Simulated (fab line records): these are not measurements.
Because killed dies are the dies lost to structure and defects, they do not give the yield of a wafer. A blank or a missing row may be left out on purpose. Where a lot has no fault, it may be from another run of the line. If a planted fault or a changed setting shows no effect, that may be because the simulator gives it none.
fab line records ; flow n5_finfet
record lots=11; wafers=33; last_day=18
route steps=1938 shown BEOL_M2@908 PASS1_CAP@1873 PASSIVATION@1926
lots that met no fault: from a run of the same line without faults
start_h: start of the lot's first displayed wafer, in hours after the record's first day ; wait_h: hours since the lot's step before ; " the same as in the row above ; L1.1+2: a row that stands for several wafers ; - no value present, or no start provided ; * or withheld: withheld ; < > ~ a bound
route shown NAME@n: names a module that has steps shown in the file, with the first one's number in the route ; usual: mean/standard deviation of fault-free wafers ; same: alike in all rows ; chamber/n: place in a boat ; sites: per-site readings ; _std_site: the standard deviation of these ; _edge_site: mean of outer sites minus mean of inner sites ; radius_mm: for every site, how far away it sits from the centre of the wafer ; mask NAME#n: copy n ; behind: tool/chamber where the wafer was last shaped ; hold: the reason the lot was held/the length of the hold in hours/how it ended ; device: which transistor (n, p or np) failed to switch ; end of line: the route-end tests of the same wafers ; a step with no rows: only its recipe ; killed: not the wafer's yield, but the dies lost to structure and defects at the first sort ; map: the dies of a wafer, with x for killed, . for not killed, _ for no die there
set.NAME: the setting as run; set.NAME@STEP: as run at that earlier step ; model.NAME: the simulator's own value behind a step, which no gauge read
a sample of lots followed through the steps of the route, with each step as a table and each wafer as a row
services: from which hour (start_h, from the record's first day; less than 0 if before it) a tool's chamber was out of use, for how many hours, and why
## steps
# step N5_BEOL_M2_SPUTTER_81
# recipe material=Cu; target_thk_a=45; temp_c=-20; chamber_pressure_pa=0.07; power_w=withheld; time_s=8.29
# usual throttle_valve_pct=29.9/1.2
lot.wafer;tool;chamber;start_h;wait_h;throttle_valve_pct
L968.1;pvd_sputter-01;-;143.68;0.1;27.8
L968.3;pvd_sputter-01;-;143.68;0.1;31.5
L968.5;pvd_sputter-01;-;143.68;0.1;27.7
L969.2;pvd_sputter-03;-;155.44;0.1;28.3
L969.3;pvd_sputter-03;-;155.44;0.1;30.7
L969.5;pvd_sputter-03;-;155.44;0.1;30.9
L971.2;pvd_sputter-03;-;166.54;0.1;31.0
L971.4;pvd_sputter-03;-;166.54;0.1;28.3
L971.6;pvd_sputter-03;-;166.54;0.1;28.1
L975.2;pvd_sputter-03;-;202.90;0.1;28.3
L975.3;pvd_sputter-03;-;202.90;0.1;30.7
L975.5;pvd_sputter-03;-;202.90;0.1;30.9
L982.4;pvd_sputter-01;-;232.92;0.1;31.2
L982.5;pvd_sputter-01;-;232.92;0.1;31.3
L982.6;pvd_sputter-01;-;232.92;0.1;30.0
L983.1;pvd_sputter-02;-;240.46;0.1;31.1
L983.2;pvd_sputter-02;-;240.46;0.1;31.1
L983.6;pvd_sputter-02;-;240.46;0.1;29.5
L984.1;pvd_sputter-01;-;241.77;0.1;27.9
L984.3;pvd_sputter-01;-;241.77;0.1;31.6
L984.5;pvd_sputter-01;-;241.77;0.1;30.3
L985.1;pvd_sputter-02;-;260.78;0.1;28.3
L985.2;pvd_sputter-02;-;260.78;0.1;31.5
L985.6;pvd_sputter-02;-;260.78;0.1;30.8
L987.1;pvd_sputter-02;-;267.88;0.1;28.3
L987.5;pvd_sputter-02;-;267.88;0.1;28.4
L987.6;pvd_sputter-02;-;267.88;0.1;30.0
L989.2;pvd_sputter-03;-;285.83;0.1;29.1
L989.3;pvd_sputter-03;-;285.83;0.1;30.7
L989.5;pvd_sputter-03;-;285.83;0.1;30.8
L990.1;pvd_sputter-03;-;289.04;0.1;27.9
L990.3;pvd_sputter-03;-;289.04;0.1;30.9
L990.5;pvd_sputter-03;-;289.04;0.1;31.2
# step N5_PASSIVATION_PECVD_55
# recipe material=SiO2; target_thk_a=4000; temp_c=400; precursor=SiH4/N2O; pressure_torr=2.7; rf_w=608; time_s=22.5
# usual heater_power_w=659/80; showerhead_plenum_p_Torr=8.11/0.091; showerhead_vpp_V=1530/50; throttle_valve_pct=49.7/2.4
lot.wafer;tool;chamber;start_h;wait_h;heater_power_w;showerhead_plenum_p_Torr;showerhead_vpp_V;throttle_valve_pct
L968.1;pecvd-04;0;277.40;0.0;767;8.14;1574;48.2
L968.3;pecvd-04;2;277.40;0.0;516;8.17;1528;47.2
L968.5;pecvd-04;0;277.40;0.0;609;8.10;1555;48.5
L969.2;pecvd-02;1;289.74;0.0;650;8.15;1551;53.3
L969.3;pecvd-02;2;289.74;0.0;519;8.02;1601;51.3
L969.5;pecvd-02;1;289.74;0.0;485;8.13;1527;53.4
L971.2;pecvd-02;2;297.50;0.0;538;8.02;1567;51.6
L971.4;pecvd-02;2;297.50;0.0;542;8.01;1586;51.0
L971.6;pecvd-02;1;297.50;0.0;603;8.15;1578;53.9
L975.2;pecvd-04;2;331.94;0.0;532;8.17;1549;47.4
L975.3;pecvd-04;2;331.94;0.0;556;8.17;1542;47.1
L975.5;pecvd-04;2;331.94;0.0;582;8.18;1551;47.1
L982.4;pecvd-01;1;370.11;0.0;741;8.04;1582;49.5
L982.5;pecvd-01;0;370.11;0.0;743;8.01;1489;47.6
L982.6;pecvd-01;2;370.11;0.0;720;8.12;1513;47.7
L984.1;pecvd-01;0;374.22;0.0;777;7.99;1464;47.5
L984.3;pecvd-01;1;374.22;0.0;714;8.01;1590;49.8
L984.5;pecvd-01;0;374.22;0.0;630;8.01;1472;47.4
L983.1;pecvd-04;2;375.36;0.0;486;8.18;1566;47.1
L983.2;pecvd-04;0;375.36;0.0;709;8.16;1559;48.7
L983.6;pecvd-04;0;375.36;0.0;722;8.14;1544;48.6
L985.1;pecvd-01;0;385.42;0.0;740;8.00;1469;47.7
L985.2;pecvd-01;2;385.42;0.0;663;8.10;1525;47.9
L985.6;pecvd-01;2;385.42;0.0;715;8.12;1513;47.9
L987.1;pecvd-04;1;389.63;0.0;625;8.28;1481;54.1
L987.5;pecvd-04;0;389.63;0.0;708;8.15;1572;49.0
L987.6;pecvd-04;2;389.63;0.0;626;8.18;1534;47.2
L989.2;pecvd-02;1;400.28;0.0;654;8.16;1536;53.5
L989.3;pecvd-02;0;400.28;0.0;625;8.24;1461;52.6
L989.5;pecvd-02;1;400.28;0.0;646;8.14;1559;53.6
L990.1;pecvd-04;1;421.52;0.0;636;8.25;1508;54.1
L990.3;pecvd-04;0;421.52;0.0;613;8.16;1556;48.9
L990.5;pecvd-04;2;421.52;0.0;599;8.17;1554;47.4
# step N5_PASSIVATION_OVL_MEAS_66
# recipe points_per_wafer=44
# usual PASS_OPEN_OVL=7/5.4
lot.wafer;tool;chamber;start_h;wait_h;PASS_OPEN_OVL[nm]
L968.1;overlay-01;0;281.92;0.0;3
L968.3;overlay-01;0;281.92;0.0;2
L968.5;overlay-01;0;281.92;0.0;8
L969.2;overlay-01;0;294.21;0.1;14
L969.3;overlay-01;0;294.21;0.1;6
L969.5;overlay-01;0;294.21;0.1;5
L971.2;overlay-01;0;305.99;0.0;10
L971.4;overlay-01;0;305.99;0.0;5
L971.6;overlay-01;0;305.99;0.0;14
L975.2;overlay-01;0;338.82;0.0;-4
L975.3;overlay-01;0;338.82;0.0;9
L975.5;overlay-01;0;338.82;0.0;12
L982.4;overlay-02;0;375.22;0.0;8
L982.5;overlay-02;0;375.22;0.0;6
L982.6;overlay-02;0;375.22;0.0;7
L983.1;overlay-02;0;379.27;0.0;9
L983.2;overlay-02;0;379.27;0.0;13
L983.6;overlay-02;0;379.27;0.0;2
L984.1;overlay-02;0;379.47;0.0;9
L984.3;overlay-02;0;379.47;0.0;8
L984.5;overlay-02;0;379.47;0.0;8
L985.1;overlay-01;0;391.16;0.0;1
L985.2;overlay-01;0;391.16;0.0;0
L985.6;overlay-01;0;391.16;0.0;-2
L987.1;overlay-02;0;394.71;0.0;1
L987.5;overlay-02;0;394.71;0.0;-1
L987.6;overlay-02;0;394.71;0.0;6
L989.2;overlay-01;0;404.48;0.0;13
L989.3;overlay-01;0;404.48;0.0;1
L989.5;overlay-01;0;404.48;0.0;3
L990.1;overlay-02;0;427.63;0.0;5
L990.3;overlay-02;0;427.63;0.0;5
L990.5;overlay-02;0;427.63;0.0;11
# step N5_PASSIVATION_ETCH_54
# recipe chemistry=CHF3/O2; target=SiO2; target_depth_a=8800; CHF3_flow_sccm=50; O2_flow_sccm=5; Ar_flow_sccm=200; time_s=440; mask_material=PR; pressure_mtorr=30; source_w=650; bias_w=170; ion_energy_ev=200
# usual drypump_motor_current_A=5.9/0.4; oes_product_au=0.84/0.092; rf_vpp_V=523/12; showerhead_plenum_p_Torr=2.37/0.078; throttle_valve_pct=18.67/0.23
lot.wafer;tool;chamber;start_h;wait_h;drypump_motor_current_A;oes_product_au;rf_hours_counter_h;rf_vpp_V;showerhead_plenum_p_Torr;throttle_valve_pct
L968.1;rie_diel-02;3;282.24;0.1;5.9;0.80;85;517;2.32;18.85
L968.3;rie_diel-02;2;282.24;0.1;5.8;0.89;28;546;2.35;18.65
L968.5;rie_diel-02;0;282.24;0.1;6.3;0.73;-;527;2.21;18.97
L969.2;rie_diel-05;2;294.59;0.1;5.5;0.84;61;536;2.35;18.54
L969.3;rie_diel-05;3;294.59;0.1;6.5;0.67;247;529;2.47;19.15
L969.5;rie_diel-05;3;294.59;0.1;6.5;0.67;-;529;2.47;19.16
L971.2;rie_diel-05;2;306.62;0.1;5.5;0.83;65;538;2.35;18.55
L971.4;rie_diel-05;2;306.62;0.1;5.5;0.84;-;537;2.35;18.55
L971.6;rie_diel-05;1;306.62;0.1;5.1;0.98;-;527;2.47;18.77
L975.2;rie_diel-03;0;339.14;0.1;6.3;0.90;36;519;2.34;18.55
L975.3;rie_diel-03;2;339.14;0.1;5.5;0.89;45;509;2.35;18.49
L975.5;rie_diel-03;2;339.14;0.1;5.5;0.90;-;509;2.35;18.49
L982.4;rie_diel-05;0;376.07;0.1;5.7;0.89;40;527;2.45;18.38
L982.5;rie_diel-05;2;376.07;0.1;5.5;0.80;-;538;2.34;18.60
L982.6;rie_diel-05;1;376.07;0.1;5.1;0.90;-;524;2.46;18.81
L983.1;rie_diel-05;1;379.59;0.1;5.1;0.90;36;525;2.46;18.84
L983.2;rie_diel-05;3;379.59;0.1;6.5;0.93;19;529;2.46;18.81
L983.6;rie_diel-05;0;379.59;0.1;5.8;0.90;-;524;2.45;18.38
L984.1;rie_diel-02;1;379.79;0.1;5.4;0.68;249;532;2.49;18.85
L984.3;rie_diel-02;0;379.79;0.1;6.4;0.69;221;527;2.19;19.02
L984.5;rie_diel-02;0;379.79;0.1;6.3;0.70;-;527;2.19;19.03
L985.1;rie_diel-03;3;391.52;0.1;5.9;0.94;13;510;2.37;18.31
L985.2;rie_diel-03;2;391.52;0.1;5.5;0.86;65;509;2.34;18.51
L985.6;rie_diel-03;3;391.52;0.1;5.9;0.94;-;508;2.37;18.31
L987.1;rie_diel-03;2;395.03;0.1;5.5;0.85;67;509;2.34;18.52
L987.5;rie_diel-03;0;395.03;0.1;6.3;0.87;-;517;2.33;18.60
L987.6;rie_diel-03;3;395.03;0.1;5.9;0.94;-;508;2.37;18.33
L989.2;rie_diel-03;3;404.80;0.1;5.9;0.93;22;509;2.37;18.33
L989.3;rie_diel-03;2;404.80;0.1;5.5;0.85;73;511;2.34;18.52
L989.5;rie_diel-03;2;404.80;0.1;5.5;0.85;-;509;2.34;18.52
L990.1;rie_diel-03;1;427.95;0.1;6.4;0.71;196;508;2.40;18.96
L990.3;rie_diel-03;2;427.95;0.1;5.5;0.84;81;510;2.33;18.53
L990.5;rie_diel-03;1;427.95;0.1;6.4;0.71;-;508;2.40;18.96
# step N5_PASSIVATION_PROBE_49
# usual defect_limited_yield=91.3/1.3; killed_at_M0_to_M3=35/9.3; killed_at_M4_up=14/5.2; killed_at_contacts=12/5.9; killed_at_front_end=38/11; killed_at_other=4/3.7; killed_dies=103/15; killed_on_rim=14/4; killed_open=67/12; killed_short=34/8; sort_bin_5_function=5.1/0.88; sort_bin_6_memory=3.3/0.65; sort_bin_8_speed=0.00/0.03; sort_n_pass=1077/15; sort_yield_pct=91.3/1.3
# same gross_dies=1180; killed_at_back_side=0; sort_bin_4_leakage[%]=0
lot.wafer;tool;chamber;start_h;wait_h;defect_limited_yield[%];killed_at_M0_to_M3;killed_at_M4_up;killed_at_contacts;killed_at_front_end;killed_at_other;killed_dies;killed_on_rim;killed_open;killed_short;sort_bin_5_function[%];sort_bin_6_memory[%];sort_bin_8_speed[%];sort_n_pass;sort_yield_pct[%]
L969.2;prober-02;-;297.42;0.1;92.3;34;11;8;37;1;91;15;59;31;4.2;3.2;0;1089;92.3
L969.3;prober-02;-;297.47;0.1;94.2;25;9;5;26;3;68;9;45;23;3.6;1.9;0;1112;94.2
L969.5;prober-02;-;297.57;0.2;92.4;22;17;13;34;4;90;10;58;31;4.7;2.6;0;1090;92.4
L975.2;prober-02;-;341.97;0.1;89.9;39;21;15;44;0;119;14;92;27;6.8;2.9;0;1061;89.9
L975.3;prober-02;-;342.02;0.1;89.7;47;21;7;30;16;121;17;79;40;5.5;4.6;0;1059;89.7
L975.5;prober-02;-;342.12;0.2;81.9;164;15;5;23;6;213;28;51;33;10.8;3.8;0;967;81.9
L982.4;prober-02;-;381.05;0.5;92.1;27;10;12;42;2;93;13;52;39;5.1;2.4;0;1087;92.1
L982.5;prober-02;-;381.10;0.5;91.7;31;18;10;39;0;98;11;63;33;5.5;2.5;0;1082;91.7
L982.6;prober-02;-;381.15;0.6;92.0;29;14;15;34;2;94;12;63;30;4.7;3.2;0;1086;92.0
L983.1;prober-02;-;382.58;0.0;87.5;50;15;19;59;5;148;17;92;53;7.0;4.9;0.08;1032;87.5
L983.2;prober-02;-;382.63;0.1;92.1;33;12;7;35;6;93;12;64;29;4.7;2.9;0;1087;92.1
L983.6;prober-02;-;382.83;0.3;90.7;44;10;6;45;5;110;16;66;42;5.7;3.5;0;1070;90.7
L985.1;prober-02;-;394.32;0.0;90.2;33;14;14;47;8;116;19;81;33;5.7;3.7;0;1064;90.2
L985.2;prober-02;-;394.37;0.1;90.7;30;11;14;50;5;110;11;75;34;5.0;3.8;0;1070;90.7
L985.6;prober-02;-;394.57;0.3;89.9;42;19;12;39;7;119;21;88;28;6.4;3.4;0;1061;89.9
L987.1;prober-01;-;397.83;0.0;90.9;34;8;11;40;14;107;12;72;34;5.3;3.4;0;1073;90.9
L987.5;prober-01;-;398.03;0.2;91.4;25;14;26;32;4;101;15;71;28;5.3;2.6;0;1079;91.4
L987.6;prober-01;-;398.08;0.3;91.8;31;9;15;35;7;97;17;59;37;4.8;3.2;0;1083;91.8
L989.2;prober-01;-;407.63;0.1;93.4;20;6;15;36;1;78;7;45;32;4.0;2.3;0;1102;93.4
L989.3;prober-01;-;407.68;0.1;91.7;33;17;15;29;4;98;13;63;34;4.9;3.1;0;1082;91.7
L989.5;prober-01;-;407.78;0.2;91.9;30;15;8;36;6;95;17;60;32;4.8;2.8;0;1085;91.9
L990.1;prober-02;-;430.75;0.0;91.7;29;20;5;43;1;98;19;70;27;4.6;3.4;0;1082;91.7
L990.3;prober-02;-;430.85;0.1;89.1;46;26;15;41;1;129;17;96;33;7.3;3.5;0;1051;89.1
L990.5;prober-02;-;430.95;0.2;91.0;54;19;5;28;0;106;14;69;37;5.1;3.5;0;1074;91.0
# killed by level:class
L969.2 STI_FIN_REVEAL:geometric_particle:open=18 BEOL_M3:geometric_particle:open=16 MOL_CONTACT_COAG:geometric_particle:open=7 BEOL_M0_SAQP:geometric_particle:short=7 BEOL_M3:geometric_particle:short=5 FIN_SAQP:geometric_particle:short=4 BEOL_M4:geometric_particle:open=4 STI_FIN_REVEAL:geometric_particle:short=3
L969.3 STI_FIN_REVEAL:geometric_particle:open=8 BEOL_M0_SAQP:geometric_particle:short=8 BEOL_M0_SAQP:geometric_particle:open=7 BEOL_M4:geometric_particle:open=7 BEOL_M1:geometric_particle:open=5 STARTING-WAFER:geometric_particle:short=5 STARTING-WAFER:geometric_particle:open=4 MOL_CONTACT_COAG:geometric_particle:open=3
L969.5 MOL_CONTACT_COAG:geometric_particle:open=10 STI_FIN_REVEAL:geometric_particle:open=7 BEOL_M0_SAQP:geometric_particle:short=7 BEOL_M4:geometric_particle:open=7 ILD0:geometric_particle:short=5 BEOL_M0:geometric_particle:open=5 STARTING-WAFER:geometric_particle:open=5 FIN_SAQP:geometric_particle:open=4
L975.2 MOL_CONTACT_COAG:geometric_particle:open=14 FIN_SAQP:geometric_particle:open=13 BEOL_M4:geometric_particle:open=11 STI_FIN_REVEAL:geometric_particle:open=9 BEOL_M3:geometric_particle:open=8 BEOL_M0_SAQP:geometric_particle:open=8 FIN_SAQP:geometric_particle:short=7 BEOL_M0_SAQP:geometric_particle:short=6
L975.3 BEOL_M0_SAQP:geometric_particle:short=11 BEOL_M0_SAQP:geometric_particle:open=11 BEOL_M2:geometric_particle:open=11 BEOL_M4:geometric_particle:open=9 STI_FIN_REVEAL:geometric_particle:open=8 FIN_SAQP:geometric_particle:open=7 MOL_CONTACT_COAG:geometric_particle:open=7 BEOL_M0:geometric_particle:open=6
L975.5 BEOL_M2:unspecified=126 BEOL_M0_SAQP:geometric_particle:short=9 BEOL_M0_SAQP:geometric_particle:open=8 BEOL_M3:geometric_particle:open=7 BEOL_M3:geometric_particle:short=5 BEOL_M5:geometric_particle:open=5 FIN_SAQP:geometric_particle:open=4 MOL_CONTACT_COAG:geometric_particle:open=4
L982.4 FIN_SAQP:geometric_particle:open=7 FIN_SAQP:geometric_particle:short=7 MOL_CONTACT_COAG:geometric_particle:open=6 MOL_CONTACT_COAG:geometric_particle:short=6 BEOL_M1:geometric_particle:open=6 STARTING-WAFER:geometric_particle:short=6 BEOL_M2:geometric_particle:open=5 BEOL_M0_SAQP:geometric_particle:open=5
L982.5 FIN_SAQP:geometric_particle:open=10 FIN_SAQP:geometric_particle:short=10 BEOL_M6:geometric_particle:open=9 MOL_CONTACT_COAG:geometric_particle:open=8 BEOL_M0_SAQP:geometric_particle:short=7 BEOL_M1:geometric_particle:open=5 BEOL_M3:geometric_particle:open=5 DUMMY_GATE:geometric_particle:open=4
L982.6 FIN_SAQP:geometric_particle:open=11 MOL_CONTACT_COAG:geometric_particle:short=9 MOL_CONTACT_COAG:geometric_particle:open=6 BEOL_M0_SAQP:geometric_particle:short=6 BEOL_M0_SAQP:geometric_particle:open=5 BEOL_M3:geometric_particle:open=5 STI_FIN_REVEAL:geometric_particle:open=4 DUMMY_GATE:geometric_particle:open=4
L983.1 BEOL_M0_SAQP:geometric_particle:short=18 STI_FIN_REVEAL:geometric_particle:open=16 MOL_CONTACT_COAG:geometric_particle:open=16 FIN_SAQP:geometric_particle:open=13 BEOL_M0_SAQP:geometric_particle:open=13 FIN_SAQP:geometric_particle:short=10 BEOL_M3:geometric_particle:open=9 BEOL_M4:geometric_particle:open=5
L983.2 BEOL_M0_SAQP:geometric_particle:open=11 BEOL_M1:geometric_particle:open=10 FIN_SAQP:geometric_particle:open=9 FIN_SAQP:geometric_particle:short=8 BEOL_M0_SAQP:geometric_particle:short=8 MOL_CONTACT_COAG:geometric_particle:open=6 STI_FIN_REVEAL:geometric_particle:open=4 BEOL_M4:geometric_particle:open=3
L983.6 BEOL_M0_SAQP:geometric_particle:short=17 BEOL_M0_SAQP:geometric_particle:open=13 FIN_SAQP:geometric_particle:open=10 BEOL_M3:geometric_particle:open=10 GATE_CUT:geometric_particle:short=8 STI_FIN_REVEAL:geometric_particle:open=6 GATE_CUT:geometric_particle:open=5 ILD0:geometric_particle:open=4
L985.1 MOL_CONTACT_COAG:geometric_particle:open=10 FIN_SAQP:geometric_particle:open=9 STI_FIN_REVEAL:geometric_particle:open=9 DUMMY_GATE:geometric_particle:open=9 BEOL_M0:geometric_particle:open=8 BEOL_M0_SAQP:geometric_particle:open=6 BEOL_M2:geometric_particle:open=5 BEOL_M4:geometric_particle:open=5
L985.2 STI_FIN_REVEAL:geometric_particle:open=16 MOL_CONTACT_COAG:geometric_particle:open=10 BEOL_M2:geometric_particle:open=10 DUMMY_GATE:geometric_particle:open=8 FIN_SAQP:geometric_particle:short=6 BEOL_M5:geometric_particle:open=5 GATE_CUT:geometric_particle:short=4 MOL_CONTACT_COAG:geometric_particle:short=4
L985.6 BEOL_M0_SAQP:geometric_particle:open=14 DUMMY_GATE:geometric_particle:open=11 MOL_CONTACT_COAG:geometric_particle:open=10 STI_FIN_REVEAL:geometric_particle:open=8 BEOL_M5:geometric_particle:open=7 FIN_SAQP:geometric_particle:open=6 BEOL_M2:geometric_particle:open=6 BEOL_M3:geometric_particle:open=5
L987.1 MOL_CONTACT_COAG:geometric_particle:open=11 BEOL_M3:geometric_particle:open=10 STI_FIN_REVEAL:geometric_particle:open=8 GATE_CUT:geometric_particle:short=6 BEOL_M0_SAQP:geometric_particle:short=6 BEOL_M0_SAQP:geometric_particle:open=6 DUMMY_GATE:geometric_particle:open=5 ILD0:geometric_particle:short=5
L987.5 MOL_CONTACT_COAG:geometric_particle:open=19 BEOL_M3:geometric_particle:open=11 MOL_CONTACT_COAG:geometric_particle:short=7 BEOL_M4:geometric_particle:open=6 STI_FIN_REVEAL:geometric_particle:open=5 BEOL_M2:geometric_particle:open=5 FIN_SAQP:geometric_particle:open=4 FIN_SAQP:geometric_particle:short=4
L987.6 MOL_CONTACT_COAG:geometric_particle:open=12 BEOL_M0_SAQP:geometric_particle:short=9 FIN_SAQP:geometric_particle:open=7 BEOL_M0_SAQP:geometric_particle:open=7 DUMMY_GATE:geometric_particle:open=5 DUMMY_GATE:geometric_particle:short=4 GATE_CUT:geometric_particle:short=4 BEOL_M1:geometric_particle:open=4
L989.2 MOL_CONTACT_COAG:geometric_particle:open=11 FIN_SAQP:geometric_particle:short=8 FIN_SAQP:geometric_particle:open=7 BEOL_M1:geometric_particle:short=5 ILD0:geometric_particle:open=4 MOL_CONTACT_COAG:geometric_particle:short=4 BEOL_M3:geometric_particle:open=4 BEOL_M2:geometric_particle:open=4
L989.3 MOL_CONTACT_COAG:geometric_particle:open=12 BEOL_M0_SAQP:geometric_particle:short=9 DUMMY_GATE:geometric_particle:open=8 BEOL_M4:geometric_particle:open=8 BEOL_M3:geometric_particle:open=7 FIN_SAQP:geometric_particle:open=6 BEOL_M0_SAQP:geometric_particle:open=5 BEOL_M2:geometric_particle:open=5
L989.5 BEOL_M4:geometric_particle:open=11 FIN_SAQP:geometric_particle:short=7 BEOL_M0_SAQP:geometric_particle:open=7 BEOL_M1:geometric_particle:open=7 FIN_SAQP:geometric_particle:open=6 STI_FIN_REVEAL:geometric_particle:open=6 STARTING-WAFER:geometric_particle:short=6 MOL_CONTACT_COAG:geometric_particle:open=5
L990.1 BEOL_M3:geometric_particle:open=12 FIN_SAQP:geometric_particle:open=11 BEOL_M4:geometric_particle:open=10 FIN_SAQP:geometric_particle:short=7 STI_FIN_REVEAL:geometric_particle:open=7 BEOL_M2:geometric_particle:open=6 BEOL_M0_SAQP:geometric_particle:open=4 BEOL_M3:geometric_particle:short=4
L990.3 BEOL_M4:geometric_particle:open=17 MOL_CONTACT_COAG:geometric_particle:open=13 BEOL_M2:geometric_particle:open=12 BEOL_M0_SAQP:geometric_particle:open=11 FIN_SAQP:geometric_particle:open=8 BEOL_M3:geometric_particle:open=8 STI_FIN_REVEAL:geometric_particle:open=6 BEOL_M0_SAQP:geometric_particle:short=6
L990.5 BEOL_M0_SAQP:geometric_particle:short=13 BEOL_M2:geometric_particle:open=13 BEOL_M1:geometric_particle:open=8 STI_FIN_REVEAL:geometric_particle:open=7 BEOL_M0_SAQP:geometric_particle:open=7 GATE_CUT:geometric_particle:open=6 BEOL_M4:geometric_particle:open=6 MOL_CONTACT_COAG:geometric_particle:open=5
## services
tool;chamber;start_h;hours;kind
rie_diel-05;1;141.45;1.7;repair
pecvd-04;-;180.72;0.2;repair
rie_diel-03;1;217.32;3.5;repair
pecvd-02;2;252.11;3.4;repair
rie_diel-05;3;253.97;1.8;repair
pvd_sputter-03;-;254.06;7.5;repair
pecvd-02;-;257.22;1.5;repair
rie_diel-02;1;259.41;3.0;repair
rie_diel-02;0;272.35;6.4;repair
rie_diel-03;3;272.91;8.3;repair
rie_diel-03;2;308.08;2.5;repair
rie_diel-03;3;308.34;5.9;repair
rie_diel-03;1;314.59;8.3;repair
rie_diel-05;2;335.38;4.5;repair
pecvd-02;2;346.08;11.0;repair
pecvd-01;-;348.71;0.8;repair
pvd_sputter-01;-;351.60;5.5;repair
rie_diel-03;1;370.41;3.2;repair
rie_diel-03;3;376.39;2.1;repair
rie_diel-03;0;382.97;3.4;repair
pecvd-02;-;383.03;14.6;pm
rie_diel-03;1;385.29;21.7;repair
rie_diel-05;1;385.92;10.7;repair
rie_diel-05;-;394.14;14.6;pm
## key
first_sign step=N5_PASSIVATION_PROBE_49; reading=killed_at_M0_to_M3; direction=up; sigmas=14; usual=35; struck=164
effect step=N5_PASSIVATION_PROBE_49; reading=killed_dies; direction=up; sigmas=7.1; usual=103; struck=213
more_kills_born_at N5_BEOL_M2_SPUTTER_81@pvd_sputter-03=126
met_at N5_BEOL_M2_SPUTTER_81
struck_lots L975
struck_wafers L975.5
not_acting_at N5_PASSIVATION_PECVD_55,N5_PASSIVATION_OVL_MEAS_66,N5_PASSIVATION_ETCH_54
onset_between 166.54 202.90
fault kind=chamber_particle_source; tool=pvd_sputter-03; chamber=-; onset_h=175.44; steps=N5_BEOL_M2_SPUTTER_81; rate_per_visit_cm2=1.0199; end_h=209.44; scope=struck_wafers_only
